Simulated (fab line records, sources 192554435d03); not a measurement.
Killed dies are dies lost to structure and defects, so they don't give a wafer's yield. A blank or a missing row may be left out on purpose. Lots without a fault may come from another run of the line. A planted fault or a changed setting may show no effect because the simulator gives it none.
Which tool did it? | flow n5_finfet | 8 lots, 24 wafers sampled, at 5 steps of a route of 1938

WHAT THE GAUGES READ, wafer by wafer
N5_BEOL_M0_SAQP_THK_MEAS_05.
lot  | measured     | on            | thk_nm (nm)
L281 | day 6 12:43  | film_metro-02 | 60.9 60.3 60.7
L286 | day 7 04:16  | film_metro-02 | 60.9 58.6 60.0
L285 | day 7 10:43  | film_metro-02 | 61.3 61.4 61.2
L288 | day 7 21:41  | film_metro-01 | 59.7 60.8 61.1
L293 | day 8 21:34  | film_metro-02 | 59.8 60.5 60.7
L294 | day 9 04:18  | film_metro-01 | 61.9 60.8 62.2
L300 | day 10 15:28 | film_metro-01 | 45.6 60.7 60.8
L301 | day 11 01:56 | film_metro-02 | 45.4 60.4 60.0

WHICH TOOL RAN EACH LOT (tool, then ch and the chambers of the sampled wafers, then the start)
lot  | N5_MOL_CONTACT_COAG_DESCUM_45      | N5_MOL_CONTACT_COAG_STRIP_72       | N5_BEOL_M0_SAQP_ILD_DEP_01     | N5_BEOL_M0_SAQP_PECVD_04
L281 | rie_diel-02 ch 0,1,3, day 5 19:53  | rie_diel-06 ch 0,3, day 5 20:29    | pecvd-04 ch 0,1,2, day 6 11:37 | pecvd-04 ch 0,1,2, day 6 12:38
L286 | rie_diel-04 ch 2,3, day 6 20:25    | rie_diel-04 ch 0,3, day 6 21:01    | pecvd-02 ch 0,1,2, day 7 01:41 | pecvd-03 ch 0,1, day 7 04:11
L285 | rie_diel-02 ch 1,2,3, day 7 04:31  | rie_diel-02 ch 1,2,3, day 7 05:30  | pecvd-04 ch 1,2, day 7 09:55   | pecvd-04 ch 1,2, day 7 10:37
L288 | rie_diel-04 ch 1,2,3, day 7 15:59  | rie_diel-04 ch 0,1,3, day 7 16:35  | pecvd-04 ch 0,1,2, day 7 20:58 | pecvd-04 ch 0,2, day 7 21:35
L293 | rie_diel-06 ch 1,2,3, day 8 14:56  | rie_diel-02 ch 1,2,3, day 8 15:31  | pecvd-02 ch 0,1,2, day 8 21:06 | pecvd-04 ch 0,2, day 8 21:28
L294 | rie_diel-02 ch 0,2, day 8 22:53    | rie_diel-04 ch 0,2,3, day 8 23:31  | pecvd-04 ch 0,1,2, day 9 03:55 | pecvd-03 ch 0,1,2, day 9 04:12
L300 | rie_diel-04 ch 0,3, day 10 09:10   | rie_diel-04 ch 0,1,3, day 10 09:46 | pecvd-04 ch 1,2, day 10 14:10  | pecvd-04 ch 1,2, day 10 15:20
L301 | rie_diel-04 ch 0,2,3, day 10 19:44 | rie_diel-04 ch 1,2,3, day 10 20:20 | pecvd-03 ch 0,1, day 11 00:43  | pecvd-04 ch 1,2, day 11 01:48
- N5_MOL_CONTACT_COAG_DESCUM_45: chemistry O2, time 7 s.
- N5_MOL_CONTACT_COAG_STRIP_72: strips in N2/H2.
- N5_BEOL_M0_SAQP_ILD_DEP_01: deposits SiOC from DEMS/O2, target thk 45.419 nm, time 8.7 s.
- N5_BEOL_M0_SAQP_PECVD_04: deposits a-Si from SiH4/He, target thk 60 nm, time 60.2 s.

THE ANSWER, worked out from the rows above alone
Rule: what is usual is taken from the lots themselves. Put in order of their means at a reading, lots are off if they are a third of the lots or fewer, leave a main group of 4 or more, and stand apart from it by a gap of 3 or more times the standard deviation of the main group's means; of several such gaps the widest counts. A main group whose means are all the same, to the digits that the tables above print for the reading, isn't used. A lot without any number at a reading at which 4 lots or more have one is off too. The other lots that the step has rows for count as sound.
Off: L300, L301, at N5_BEOL_M0_SAQP_THK_MEAS_05 (thk_nm). The main group: mean 60.7 nm, standard deviation 0.6.
A tool fits if, at a process step before that reading, it ran every lot that is off, and no sound lot after the first of them. The gauges at N5_BEOL_M0_SAQP_THK_MEAS_05 are tried like those tools. Can't be told from this: 2 tools fit, rie_diel-04 at N5_MOL_CONTACT_COAG_DESCUM_45 and N5_MOL_CONTACT_COAG_STRIP_72, pecvd-04 at N5_BEOL_M0_SAQP_PECVD_04.

WHAT THE SIMULATOR HAD PUT IN
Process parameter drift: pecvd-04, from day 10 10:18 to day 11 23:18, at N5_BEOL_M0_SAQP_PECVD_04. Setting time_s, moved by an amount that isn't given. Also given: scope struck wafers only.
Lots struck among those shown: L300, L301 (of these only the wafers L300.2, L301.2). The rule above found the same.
